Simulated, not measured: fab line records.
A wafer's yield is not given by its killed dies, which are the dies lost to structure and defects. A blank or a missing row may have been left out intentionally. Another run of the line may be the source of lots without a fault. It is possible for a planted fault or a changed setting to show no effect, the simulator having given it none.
Split-lot trial || flow n5-finfet || on a route of 1938 steps: 7 lots, 39 wafers read

## SPLIT DETAILS
At N5_GATE_CUT_ETCH_58 (etches SiNx in CH3F/O2, target depth 17 nm, time 128.6 s), the setting source-w was moved away from the recipe's 415 W on 6 of the 39 wafers read, by -17.8% to -13.8%. For the rest of the wafers, this setting stayed at what the recipe calls for.

The reading comes from the split's own step.

## THE READING
rf-vpp-V, in V, at N5_GATE_CUT_ETCH_58 (etches SiNx in CH3F/O2, target depth 17 nm, time 128.6 s). On this fab line, fault-free wafers typically give 99.1 V with a standard deviation of 0.99 V.

{"wafer": "L076.1", "tool, chamber at the split": "rie-diel-03, 0", "source-w as run, W": 415, "against the recipe": "recipe", "rf-vpp-V, V": 99.8, "against lot-mates on the recipe": "-"}
{"wafer": "L076.2", "tool, chamber at the split": "rie-diel-03, 2", "source-w as run, W": 415, "against the recipe": "recipe", "rf-vpp-V, V": 101.4, "against lot-mates on the recipe": "-"}
{"wafer": "L076.3", "tool, chamber at the split": "rie-diel-03, 1", "source-w as run, W": 415, "against the recipe": "recipe", "rf-vpp-V, V": 99.4, "against lot-mates on the recipe": "-"}
{"wafer": "L076.4", "tool, chamber at the split": "rie-diel-03, 3", "source-w as run, W": 415, "against the recipe": "recipe", "rf-vpp-V, V": 98.1, "against lot-mates on the recipe": "-"}
{"wafer": "L076.5", "tool, chamber at the split": "rie-diel-03, 0", "source-w as run, W": 415, "against the recipe": "recipe", "rf-vpp-V, V": 99.1, "against lot-mates on the recipe": "-"}
{"wafer": "L076.6", "tool, chamber at the split": "rie-diel-03, 3", "source-w as run, W": 415, "against the recipe": "recipe", "rf-vpp-V, V": 100.1, "against lot-mates on the recipe": "-"}
{"wafer": "L077.1", "tool, chamber at the split": "rie-diel-03, 1", "source-w as run, W": 341.1, "against the recipe": "-17.8%", "rf-vpp-V, V": 105.5, "against lot-mates on the recipe": "+6.9"}
{"wafer": "L077.2", "tool, chamber at the split": "rie-diel-03, 2", "source-w as run, W": 341.1, "against the recipe": "-17.8%", "rf-vpp-V, V": 106.0, "against lot-mates on the recipe": "+7.4"}
{"wafer": "L077.3", "tool, chamber at the split": "rie-diel-03, 3", "source-w as run, W": 415, "against the recipe": "recipe", "rf-vpp-V, V": 99.4, "against lot-mates on the recipe": "-"}
{"wafer": "L077.4", "tool, chamber at the split": "rie-diel-03, 0", "source-w as run, W": 415, "against the recipe": "recipe", "rf-vpp-V, V": 97.9, "against lot-mates on the recipe": "-"}
{"wafer": "L077.5", "tool, chamber at the split": "rie-diel-03, 1", "source-w as run, W": 415, "against the recipe": "recipe", "rf-vpp-V, V": 98.6, "against lot-mates on the recipe": "-"}
{"wafer": "L077.6", "tool, chamber at the split": "rie-diel-03, 0", "source-w as run, W": 341.1, "against the recipe": "-17.8%", "rf-vpp-V, V": 105.6, "against lot-mates on the recipe": "+7.0"}
{"wafer": "L078.1", "tool, chamber at the split": "rie-diel-03, 2", "source-w as run, W": 415, "against the recipe": "recipe", "rf-vpp-V, V": 97.4, "against lot-mates on the recipe": "-"}
{"wafer": "L078.2", "tool, chamber at the split": "rie-diel-03, 0", "source-w as run, W": 415, "against the recipe": "recipe", "rf-vpp-V, V": 101.1, "against lot-mates on the recipe": "-"}
{"wafer": "L078.3", "tool, chamber at the split": "rie-diel-03, 1", "source-w as run, W": 415, "against the recipe": "recipe", "rf-vpp-V, V": 99.8, "against lot-mates on the recipe": "-"}
{"wafer": "L078.4", "tool, chamber at the split": "rie-diel-03, 3", "source-w as run, W": 415, "against the recipe": "recipe", "rf-vpp-V, V": 98.8, "against lot-mates on the recipe": "-"}
{"wafer": "L078.5", "tool, chamber at the split": "rie-diel-03, 0", "source-w as run, W": 415, "against the recipe": "recipe", "rf-vpp-V, V": 99.8, "against lot-mates on the recipe": "-"}
{"wafer": "L078.6", "tool, chamber at the split": "rie-diel-03, 1", "source-w as run, W": 415, "against the recipe": "recipe", "rf-vpp-V, V": 97.3, "against lot-mates on the recipe": "-"}
{"wafer": "L080.2", "tool, chamber at the split": "rie-diel-04, 2", "source-w as run, W": 415, "against the recipe": "recipe", "rf-vpp-V, V": 99.6, "against lot-mates on the recipe": "-"}
{"wafer": "L080.5", "tool, chamber at the split": "rie-diel-04, 2", "source-w as run, W": 415, "against the recipe": "recipe", "rf-vpp-V, V": 99.1, "against lot-mates on the recipe": "-"}
{"wafer": "L080.6", "tool, chamber at the split": "rie-diel-04, 1", "source-w as run, W": 415, "against the recipe": "recipe", "rf-vpp-V, V": 100.4, "against lot-mates on the recipe": "-"}
{"wafer": "L081.1", "tool, chamber at the split": "rie-diel-04, 0", "source-w as run, W": 415, "against the recipe": "recipe", "rf-vpp-V, V": 98.2, "against lot-mates on the recipe": "-"}
{"wafer": "L081.2", "tool, chamber at the split": "rie-diel-04, 1", "source-w as run, W": 415, "against the recipe": "recipe", "rf-vpp-V, V": 99.8, "against lot-mates on the recipe": "-"}
{"wafer": "L081.3", "tool, chamber at the split": "rie-diel-04, 2", "source-w as run, W": 415, "against the recipe": "recipe", "rf-vpp-V, V": 99.0, "against lot-mates on the recipe": "-"}
{"wafer": "L081.4", "tool, chamber at the split": "rie-diel-04, 0", "source-w as run, W": 415, "against the recipe": "recipe", "rf-vpp-V, V": 100.0, "against lot-mates on the recipe": "-"}
{"wafer": "L081.5", "tool, chamber at the split": "rie-diel-04, 2", "source-w as run, W": 415, "against the recipe": "recipe", "rf-vpp-V, V": 99.8, "against lot-mates on the recipe": "-"}
{"wafer": "L081.6", "tool, chamber at the split": "rie-diel-04, 1", "source-w as run, W": 415, "against the recipe": "recipe", "rf-vpp-V, V": 100.8, "against lot-mates on the recipe": "-"}
{"wafer": "L090.1", "tool, chamber at the split": "rie-diel-04, 2", "source-w as run, W": 415, "against the recipe": "recipe", "rf-vpp-V, V": 98.2, "against lot-mates on the recipe": "-"}
{"wafer": "L090.2", "tool, chamber at the split": "rie-diel-04, 0", "source-w as run, W": 357.9, "against the recipe": "-13.8%", "rf-vpp-V, V": 103.9, "against lot-mates on the recipe": "+5.0"}
{"wafer": "L090.3", "tool, chamber at the split": "rie-diel-04, 3", "source-w as run, W": 357.9, "against the recipe": "-13.8%", "rf-vpp-V, V": 104.2, "against lot-mates on the recipe": "+5.3"}
{"wafer": "L090.4", "tool, chamber at the split": "rie-diel-04, 1", "source-w as run, W": 415, "against the recipe": "recipe", "rf-vpp-V, V": 100.6, "against lot-mates on the recipe": "-"}
{"wafer": "L090.5", "tool, chamber at the split": "rie-diel-04, 0", "source-w as run, W": 415, "against the recipe": "recipe", "rf-vpp-V, V": 97.9, "against lot-mates on the recipe": "-"}
{"wafer": "L090.6", "tool, chamber at the split": "rie-diel-04, 3", "source-w as run, W": 357.9, "against the recipe": "-13.8%", "rf-vpp-V, V": 103.2, "against lot-mates on the recipe": "+4.3"}
{"wafer": "L096.1", "tool, chamber at the split": "rie-diel-04, 3", "source-w as run, W": 415, "against the recipe": "recipe", "rf-vpp-V, V": 100.4, "against lot-mates on the recipe": "-"}
{"wafer": "L096.2", "tool, chamber at the split": "rie-diel-04, 2", "source-w as run, W": 415, "against the recipe": "recipe", "rf-vpp-V, V": 99.5, "against lot-mates on the recipe": "-"}
{"wafer": "L096.3", "tool, chamber at the split": "rie-diel-04, 1", "source-w as run, W": 415, "against the recipe": "recipe", "rf-vpp-V, V": 100.5, "against lot-mates on the recipe": "-"}
{"wafer": "L096.4", "tool, chamber at the split": "rie-diel-04, 0", "source-w as run, W": 415, "against the recipe": "recipe", "rf-vpp-V, V": 98.7, "against lot-mates on the recipe": "-"}
{"wafer": "L096.5", "tool, chamber at the split": "rie-diel-04, 3", "source-w as run, W": 415, "against the recipe": "recipe", "rf-vpp-V, V": 97.4, "against lot-mates on the recipe": "-"}
{"wafer": "L096.6", "tool, chamber at the split": "rie-diel-04, 0", "source-w as run, W": 415, "against the recipe": "recipe", "rf-vpp-V, V": 98.1, "against lot-mates on the recipe": "-"}

FIT RESULTS
A straight line over all 39 wafers: rf-vpp-V changes by -0.348 V for each +1% of source-w; r = -0.89; the points scatter about the line by 1 V.
The same after taking each lot's own level away (the mean of its wafers on the recipe; 39 wafers): -0.381 V for each +1%; r = -0.91; scatter 1 V.
According to that fit, moving source-w by its largest amount changes the reading by 6.8 V.
Measured against the standard deviation above, the lots' own levels, which go from 98.63 to 99.70 V, span 1.1 times it.
The two slopes agree, so the slope changes little with the lot-to-lot level.
Check: +6.76 V against its lot-mates is what the line predicts for one of the wafers moved furthest among these (-17.8%) when that wafer is left out of the fit. Against them it came out at +6.87 V.
Tool readings at the split's step, against how far the setting was moved: rf-vpp-V r = -0.89.

## OTHER SPLITS ON THESE WAFERS
These wafers also went through other splits before the reading. Each is held against what the fit with the lots' levels taken away leaves over:
{"other split on the same wafers": "N5_DUMMY_GATE_EXPOSE_12 dose-mj", "wafers away from the commonest value": 9, "r with rf-vpp-V (lot level and that fit taken away)": -0.07}
{"other split on the same wafers": "N5_SD_EPI_P_EPI_21 time-s", "wafers away from the commonest value": 15, "r with rf-vpp-V (lot level and that fit taken away)": -0.16}

## FILE'S OWN FIT
rf-vpp-V changes by -0.38 V for each +1% of source-w, r = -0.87.
